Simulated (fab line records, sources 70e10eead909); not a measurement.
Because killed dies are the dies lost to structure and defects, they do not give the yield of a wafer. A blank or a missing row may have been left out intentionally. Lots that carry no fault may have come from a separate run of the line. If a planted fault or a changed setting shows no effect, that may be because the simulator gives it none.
Which tool did it? ; flow nand_harc ; Sampling: 6 lots, 18 wafers, 5 of 1302 route steps

## WHAT THE GAUGES SHOWED, per wafer
NHARC_END_SORT_01.
lot;measured;on;killed_at_other
L100;day 25 11:53;prober-02;0 0 1
L102;day 25 20:32;prober-02;5 2 3
L105;day 27 13:14;prober-02;0 1 0
L107;day 28 03:18;prober-02;1 3 3
L110;day 29 07:23;prober-01;1 0 0
L117;day 32 19:56;prober-01;1 3 4

## EACH LOT AND THE TOOL THAT RAN IT (in order: tool; ch and the chambers of the sampled wafers; start)
lot;NHARC_A_CHANNEL_HOLE_D2_ETCH_25;NHARC_A_CHANNEL_HOLE_D2_ETCH_27;NHARC_A_CHANNEL_HOLE_D2_STRIP_42;NHARC_A_CHANNEL_FILL_D2_ALD_15
L100;har_etch-02 ch 1, day 14 14:41;har_etch-02 ch 1, day 14 16:49;rie_diel-13 ch 0,2,3, day 14 17:38;ald_sin_batch-03 ch 0, day 25 11:53 or earlier
L102;har_etch-02 ch 0, day 14 23:29;har_etch-02 ch 0, day 15 01:25;rie_diel-02 ch 0,2,3, day 15 02:10;ald_sin_batch-01 ch 0, day 25 20:32 or earlier
L105;har_etch-01 ch 0,1, day 16 00:58;har_etch-01 ch 0,1, day 16 01:41;rie_diel-13 ch 1,2, day 16 02:13;ald_sin_batch-02 ch 0, day 27 13:14 or earlier
L107;har_etch-01 ch 0,1, day 17 04:21;har_etch-01 ch 0,1, day 17 05:19;rie_diel-07 ch 0,1,3, day 17 05:55;ald_sin_batch-03 ch 0, day 28 03:18 or earlier
L110;har_etch-01 ch 0,1, day 18 00:38;har_etch-01 ch 0,1, day 18 01:43;rie_diel-02 ch 1,2, day 18 02:20;ald_sin_batch-02 ch 0, day 29 07:23 or earlier
L117;har_etch-01 ch 0,1, day 21 07:35;har_etch-01 ch 0,1, day 21 08:26;rie_diel-13 ch 0,1,2, day 21 09:00;ald_sin_batch-03 ch 0, day 32 19:56 or earlier
- NHARC_A_CHANNEL_HOLE_D2_ETCH_25: etches the open film in C4F8/O2/Ar, time 1040.2 s, target depth 1500 nm.
- NHARC_A_CHANNEL_HOLE_D2_ETCH_27: etches the open film in C4F8/O2/Ar, time 90 s, target depth 400 nm.
- NHARC_A_CHANNEL_HOLE_D2_STRIP_42: strips in CF4/CHF3.
- NHARC_A_CHANNEL_FILL_D2_ALD_15: deposits SiNx, target thk 2 nm, pulse time 60 s, ald cycles 19.

## THE ANSWER, worked out from the rows above alone
Rule: what is usual is taken from the lots themselves. The widest of any qualifying gaps counts: lots, ordered by their means at a reading, are off when they make up no more than a third of the lots, leave a main group of 4 or more, and stand apart from it by 3 or more times the standard deviation of that group's means. A main group is skipped when, at the precision printed for the reading in the tables above, its means are all equal. Also off: a lot with no number at a reading for which 4 or more lots have one. Any other lot the step has rows for is counted as sound.
None of the lots is off at any reading shown; this tells nothing.

## WHAT HAD BEEN PUT IN BY THE SIMULATOR
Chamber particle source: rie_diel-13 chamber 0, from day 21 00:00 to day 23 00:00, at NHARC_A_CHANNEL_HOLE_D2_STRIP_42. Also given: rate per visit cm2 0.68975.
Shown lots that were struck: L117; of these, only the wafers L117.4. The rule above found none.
